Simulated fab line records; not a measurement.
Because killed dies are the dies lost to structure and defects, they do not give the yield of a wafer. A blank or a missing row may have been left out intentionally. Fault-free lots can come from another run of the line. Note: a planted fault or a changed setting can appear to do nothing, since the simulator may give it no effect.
Chamber matching :: flow n5 finfet :: 4 sister chambers for N5_ZERO_LAYER_ETCH_17 on rie diel-04
The step etches SiO2 in CF4, target depth 12 nm, time 13.3 s. 14 wafers are shown with their chamber, then 7 later ones without.

## WAFERS PAIRED WITH THEIR CHAMBERS
wafer: L079.3
chamber: 0
showerhead plenum p Torr (Torr): 2.03
drypump motor current A (A): 5.3
rf vpp V (V): 943

wafer: L079.4
chamber: 1
showerhead plenum p Torr (Torr): 2.07
drypump motor current A (A): 6.2
rf vpp V (V): 942

wafer: L079.6
chamber: 1
showerhead plenum p Torr (Torr): 2.07
drypump motor current A (A): 6.2
rf vpp V (V): 942

wafer: L082.2
chamber: 1
showerhead plenum p Torr (Torr): 2.07
drypump motor current A (A): 6.2
rf vpp V (V): 942

wafer: L082.5
chamber: 3
showerhead plenum p Torr (Torr): 2.19
drypump motor current A (A): 5.0
rf vpp V (V): 952

wafer: L082.6
chamber: 0
showerhead plenum p Torr (Torr): 2.02
drypump motor current A (A): 5.3
rf vpp V (V): 940

wafer: L086.4
chamber: 2
showerhead plenum p Torr (Torr): 2.17
drypump motor current A (A): 4.9
rf vpp V (V): 951

wafer: L086.5
chamber: 1
showerhead plenum p Torr (Torr): 2.07
drypump motor current A (A): 6.2
rf vpp V (V): 943

wafer: L086.6
chamber: 0
showerhead plenum p Torr (Torr): 2.02
drypump motor current A (A): 5.3
rf vpp V (V): 941

wafer: L088.2
chamber: 2
showerhead plenum p Torr (Torr): 2.17
drypump motor current A (A): 4.9
rf vpp V (V): 950

wafer: L088.3
chamber: 0
showerhead plenum p Torr (Torr): 2.02
drypump motor current A (A): 5.2
rf vpp V (V): 942

wafer: L088.6
chamber: 1
showerhead plenum p Torr (Torr): 2.07
drypump motor current A (A): 6.2
rf vpp V (V): 943

wafer: L089.3
chamber: 3
showerhead plenum p Torr (Torr): 2.19
drypump motor current A (A): 5.0
rf vpp V (V): 952

wafer: L089.4
chamber: 0
showerhead plenum p Torr (Torr): 2.02
drypump motor current A (A): 5.2
rf vpp V (V): 940

SIGNATURES (averages over the wafers above)
reading: showerhead plenum p Torr
chamber 0: 2.0220
chamber 1: 2.0700
chamber 2: 2.1700
chamber 3: 2.1900
scatter within a chamber: 0.00283

reading: drypump motor current A
chamber 0: 5.260
chamber 1: 6.200
chamber 2: 4.900
chamber 3: 5.000
scatter within a chamber: 0.0346

reading: rf vpp V
chamber 0: 941.20
chamber 1: 942.40
chamber 2: 950.50
chamber 3: 952.00
scatter within a chamber: 0.922
Rule: distance of a wafer from a chamber = root of the sum over the readings of ((wafer's reading minus chamber's mean) / reading's scatter) squared. If the next closest chamber is less than 2 further off than the closest, the wafer can't be placed; otherwise it belongs to the closest. How the scatter is found: for the shown wafers, subtract from each reading the mean of its chamber, square and add these, divide the total by (wafers less chambers), then take the root.

## WAFERS WHOSE CHAMBER IS MISSING
wafer: L089.6
showerhead plenum p Torr (Torr): 2.19
drypump motor current A (A): 5.0
rf vpp V (V): 952

wafer: L092.1
showerhead plenum p Torr (Torr): 2.06
drypump motor current A (A): 6.2
rf vpp V (V): 942

wafer: L092.4
showerhead plenum p Torr (Torr): 2.17
drypump motor current A (A): 4.9
rf vpp V (V): 951

wafer: L092.5
showerhead plenum p Torr (Torr): 2.06
drypump motor current A (A): 6.2
rf vpp V (V): 941

wafer: L093.1
showerhead plenum p Torr (Torr): 2.06
drypump motor current A (A): 6.2
rf vpp V (V): 943

wafer: L093.4
showerhead plenum p Torr (Torr): 2.17
drypump motor current A (A): 4.9
rf vpp V (V): 950

wafer: L093.5
showerhead plenum p Torr (Torr): 2.19
drypump motor current A (A): 5.0
rf vpp V (V): 952

## EACH ONE'S CHAMBER
wafer: L089.6
from the rows above: 3
in truth: 3

wafer: L092.1
from the rows above: 1
in truth: 1

wafer: L092.4
from the rows above: 2
in truth: 2

wafer: L092.5
from the rows above: 1
in truth: 1

wafer: L093.1
from the rows above: 1
in truth: 1

wafer: L093.4
from the rows above: 2
in truth: 2

wafer: L093.5
from the rows above: 3
in truth: 3
Placed correctly: 7 of 7. Can't be placed from these rows: 0. Placed wrongly: 0.
